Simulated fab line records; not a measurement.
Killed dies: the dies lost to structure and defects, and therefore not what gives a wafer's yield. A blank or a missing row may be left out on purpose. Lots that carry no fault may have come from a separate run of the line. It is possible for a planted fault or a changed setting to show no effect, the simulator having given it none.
Comparing a struck lot with a sound one || flow nandHarc || 14 out of 1302 route steps
Sound: wafers L390.3, L390.4, L390.6. Struck: wafers L401.2, L401.3, L401.5. Last of all comes the cause.
Per side, at each step with rows, come the tool, then ch with its chambers, and then its first start. Under that, the readings that differ: sound wafers || struck wafers || difference of the means || sigmas: that difference in standard deviations of wafers without a fault.
alike: readings with means less than 2 such deviations apart, plus words and numbers identical on both sides. not compared: withheld readings, readings lacking a value on some wafer, bounds such as >300 that could conceal the same value, and numbers that have no deviation in the record and whose values overlap.
Wherever a step has rows on one side only, a row that says differs or no value, or a row with sigmas, the two part there. Numbers that have no deviation but don't overlap get no sigmas and don't part them. A reading missing from all wafers of one side parts the sides only when that side holds two or more wafers.

NHARC_A_M1_DEGAS_29: time 60 s.
  sound on pvdSputter-01, day 23 15:23; struck on pvdSputter-02, day 28 20:51
  alike: heaterPowerW
NHARC_A_M1_PRE_CLEAN_30: time 30 s.
  sound on pvdSputter-01; struck on pvdSputter-02
  alike: heaterPowerW
then, 1 step without rows for these wafers: NHARC_A_M1_PVD_20 (deposits TaN, target thk 5 nm, time 8.06 s).
NHARC_A_M1_PVD_21: deposits Cu, target thk 30 nm, time 20.49 s.
  sound on pvdSputter-01; struck on pvdSputter-02
  alike: throttleValvePct
then, 2 steps without rows for these wafers: NHARC_A_M1_ECD_22 (material Cu, target thk 400 nm); NHARC_A_M1_ANNEAL_31 (time 90 s).
NHARC_A_M1_CMP_23: polishes, t overpolish 20 s, target thk 154.34 nm.
  sound on cmp-04 ch 0,2, day 23 16:28; struck on cmp-03 ch 0,2, day 28 21:55
  alike: motorCurrentA, timeToEndpointS
NHARC_A_M1_THK_MEAS_24: measures by xrf.
  sound on filmMetro-01, day 23 16:46; struck on filmMetro-02, day 28 22:14
  alike: thkNm
after that, 1 step had no rows for these wafers: NHARC_A_M1_SRD_25.
NHARC_A_M1_INSPECT_27:
  sound on defectInspect-01, day 23 16:56; struck on defectInspect-01, day 28 22:25
  alike: rawDefectCount
then, 1 step without rows for these wafers: NHARC_A_M1_PRE_CLEAN_32 (time 12 s).
NHARC_A_M1_DEP_33: deposits SiCN, target thk 30 nm.
  sound on pecvd-02 ch 0,1, day 23 17:10; struck on pecvd-01 ch 0,1, day 28 22:34
  no value came back on the struck wafers for chamberPressureTorr (Torr), heaterPowerOuterW (W), heaterPowerW (W), showerheadVppV (V); on the sound wafers chamberPressureTorr (Torr) reads 2.991 2.988 3.002
NHARC_A_BONDPAD_DEP_00: deposits SiCN, target thk 250 nm.
  sound on pecvd-04 ch 0,1, day 23 17:38; struck on pecvd-04 ch 1,2, day 28 23:10
  alike: chamberPressureTorr, heaterPowerOuterW, heaterPowerW, showerheadVppV
NHARC_END_SORT_01:
  here the record holds rows for the struck wafers (prober-01 ch 0, day 30 05:18) but none for the sound ones

WHERE THEY PART
First at NHARC_A_M1_DEP_33; last, within this record, at NHARC_END_SORT_01.

WHY: whatever the simulator had introduced
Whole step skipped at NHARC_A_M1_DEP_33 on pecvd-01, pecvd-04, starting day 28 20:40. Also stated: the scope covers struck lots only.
